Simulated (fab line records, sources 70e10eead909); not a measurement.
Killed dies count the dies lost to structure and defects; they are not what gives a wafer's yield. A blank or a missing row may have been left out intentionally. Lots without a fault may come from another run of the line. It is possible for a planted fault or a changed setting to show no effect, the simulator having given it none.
Which tool is to blame? ; flow nandHarc ; route of 1302 steps, sampled at 1 step: 24 lots, 72 wafers

== WHAT THE GAUGES SHOWED, per wafer ==
NHARC_A_CONTACT_OVL_MEAS_43.
lot;measured;on;overlayXNm (nm);overlayYNm (nm)
L075;day 21 22:38;overlay-02;0.5 0.5 0.1;-0.3 -0.8 -0.1
L074;day 21 22:41;overlay-02;-0.1 0.1 0.2;-0.1 -0.1 -0.2
L076;day 22 03:54;overlay-02;1.1 0.6 1.1;0.0 -0.3 -0.2
L077;day 23 05:05;overlay-02;-0.1 -0.4 -0.7;0.6 0.4 0.2
L079;day 23 13:11;overlay-01;-0.2 0.2 -0.3;-0.8 -0.9 -0.7
L078;day 24 02:40;overlay-01;0.9 0.6 1.0;0.3 0.6 0.0
L081;day 24 10:13;overlay-01;1.2 0.9 1.0;0.6 0.0 0.5
L082;day 24 22:04;overlay-01;-0.5 -0.5 -0.4;-0.2 -0.3 -0.2
L080;day 25 00:30;overlay-01;0.7 0.2 0.3;1.1 1.0 1.3
L083;day 25 04:33;overlay-01;-0.7 -0.7 -0.1;-1.2 -1.3 -0.6
L084;day 25 09:46;overlay-01;-0.6 -0.8 -0.4;1.4 1.0 1.5
L085;day 26 01:57;overlay-01;-0.8 -1.4 -1.4;0.3 0.3 0.3
L086;day 26 09:02;overlay-02;0.6 0.4 0.3;0.5 0.2 0.2
L087;day 26 11:04;overlay-01;0.5 0.4 0.7;-0.5 -0.8 -1.1
L088;day 27 19:50;overlay-01;1.0 1.4 1.5;0.2 0.6 -0.1
L089;day 27 21:04;overlay-01;-0.1 0.1 0.2;0.1 0.4 0.4
L090;day 28 12:17;overlay-01;0.4 0.1 -0.1;-0.3 -0.8 -0.1
L091;day 28 12:22;overlay-02;-1.6 -1.7 -1.4;1.2 0.6 0.9
L092;day 28 21:01;overlay-02;-0.8 -0.7 -0.8;0.9 1.1 1.5
L093;day 29 12:03;overlay-02;-1.0 -1.2 -1.3;-0.8 -0.6 -0.7
L096;day 29 20:10;overlay-01;-0.7 -0.6 -0.9;-0.6 -0.6 -0.1
L094;day 29 20:20;overlay-02;1.6 0.9 0.7;0.7 -0.3 0.4
L095;day 30 00:34;overlay-01;0.3 -0.1 0.6;0.2 -0.2 -0.1
L097;day 31 06:53;overlay-01;1.0 0.6 1.0;0.6 0.6 -0.2

== TOOL THAT RAN EACH LOT (tool first, then ch and the chambers of the sampled wafers, then the start) ==
The record holds no process step before these readings.

== AS READ BY THE TOOLS THEMSELVES (means over the sampled wafers that have a number; for cases with no such wafer, the mark the record gives instead) ==
The record holds no such reading with a usual standard deviation.

== THE ANSWER, worked out from the rows above alone ==
Rule: the usual values come from the lots themselves. Put in order of their means at a reading, lots are off if they are a third of the lots or fewer, leave a main group of 4 or more, and stand apart from it by a gap of 3 or more times the standard deviation of the main group's means; of several such gaps the widest counts. A main group is skipped when, at the precision printed for the reading in the tables above, its means are all equal. Also off: a lot with no number at a reading for which 4 or more lots have one. The other lots that the step has rows for count as sound. The gauges are gone through in route order, then the tools' own readings, and for those a lot's mean is taken as printed above. The first step at which some lot is off is used, and at that step the reading that is off furthest; a lot without a number counts as furthest.
No lot is off at any reading shown: from this, nothing can be told.

== WHAT HAD BEEN PUT IN BY THE SIMULATOR ==
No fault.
